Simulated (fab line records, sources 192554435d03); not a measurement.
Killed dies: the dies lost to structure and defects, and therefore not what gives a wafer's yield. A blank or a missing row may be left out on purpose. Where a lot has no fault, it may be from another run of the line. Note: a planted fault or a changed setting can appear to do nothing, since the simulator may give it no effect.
Chamber matching -- flow n5 finfet -- 3 sister chambers for N5_BEOL_M10_DESCUM_33 on rie diel-05
The step chemistry O2, time 7.9 s. 3 wafers are shown with their chamber, then 6 later ones without.

== EACH WAFER AND ITS CHAMBER ==
wafer,chamber,showerhead plenum p Torr (Torr)
L086.3,0,2.21
L092.1,1,2.18
L092.2,2,2.00

== WAFERS WHOSE CHAMBER IS MISSING ==
wafer,showerhead plenum p Torr (Torr)
L092.4,2.20
L092.6,2.00
L096.1,2.20
L095.1,2.20
L095.2,2.18
L095.5,2.18

== WHICH CHAMBER EACH ONE RAN IN ==
wafer,from the rows above,in truth
L092.4,can't be placed: 0 or 1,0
L092.6,2,2
L096.1,can't be placed: 0 or 1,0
L095.1,can't be placed: 0 or 1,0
L095.2,1,1
L095.5,1,1
3 of 6 placed correctly. From these rows, 3 cannot be placed; in 3 the true chamber is one of the candidates. Number placed wrongly: 0.
How it was worked out, from the rows above alone: a wafer's distance from a chamber is the root of the sum, over the readings, of the square of ((its reading less the chamber's mean) divided by the reading's scatter). The wafer belongs to the nearest chamber; if the next one is less than 2 further off, it can't be placed. For every chamber, the mean is computed from those of its wafers that are shown. The scatter: with one shown wafer a chamber, the root of the mean of the squares of how far each hidden wafer lies from its nearest shown one.
